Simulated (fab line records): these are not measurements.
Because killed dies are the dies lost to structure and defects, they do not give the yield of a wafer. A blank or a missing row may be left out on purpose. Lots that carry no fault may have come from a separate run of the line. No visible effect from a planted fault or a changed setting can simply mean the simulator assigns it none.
One fault through the eyes of 2 desks    flow nand_harc    each desk holds nothing but its own numbers, with what lay behind them at the end

## THE TOOL OWNER'S DESK: pecvd_onon-04
The tool's own readings at NHARC_A_ONON_D1_DEP_09 (target thk 1000 nm): means of the sampled wafers that have a number, for each lot that ran on this tool. A lot is out of limits, marked OUT, if its mean lies more than 4 standard deviations from the usual mean; the brackets give that distance.
Columns: A = susceptor_temp_C at NHARC_A_ONON_D1_DEP_09, usual 400.01 C
lot   first seen here  A
L208  day 8 13:44      400.07
L209  day 9 02:07      399.99
L214  day 10 23:34     400.31
L217  day 12 06:10     400.08
L218  day 12 16:59     399.83
L224  day 15 09:59     399.90
L226  day 16 01:48     400.04
L227  day 16 13:07     399.88
Result from this desk: across the 8 lots, nothing is out of limits.

## METROLOGY DESK
What the gauges read for every lot (on any tool): the sampled wafers with a number, averaged. A lot is out of limits, marked OUT, if its mean lies more than 4 standard deviations from the usual mean; the brackets give that distance.
Columns: A = thk_nm at NHARC_A_ONON_D1_THK_MEAS_11, usual 998 nm
lot   first seen here  A
L206  day 7 14:43      976
L208  day 8 14:14      989
L209  day 9 02:35      987
L211  day 10 01:18     995
L214  day 11 00:01     1013
L217  day 12 06:40     895 (-11) OUT
L218  day 12 17:30     890 (-11) OUT
L224  day 15 10:30     1004
L225  day 15 19:52     998
L226  day 16 02:19     997
L227  day 16 13:38     1010
L229  day 17 10:19     1010
This desk finds L217, L218 out of limits, L217 being first, at day 12 06:40 (thk_nm at NHARC_A_ONON_D1_THK_MEAS_11). Within limits: L206, L208, L209, L211, L214, L224, L225, L226, L227, L229.

## TAKEN TOGETHER
L217, L218 would have let the metrology desk raise an alarm at day 12 06:40.
Nothing out of limits was seen by the tool owner's desk.
Tool owner's desk: L217, L218 on record, inside its limits.
Of the lots named, all ran NHARC_A_ONON_D1_DEP_09 on pecvd_onon-04.

## WHAT THE SIMULATOR PUT IN
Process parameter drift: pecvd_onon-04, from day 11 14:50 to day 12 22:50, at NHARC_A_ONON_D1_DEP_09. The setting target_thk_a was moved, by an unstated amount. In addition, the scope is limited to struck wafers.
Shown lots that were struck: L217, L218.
Time in hours between the start of the fault and the first out-of-limits reading at each desk: metrology desk, 16.
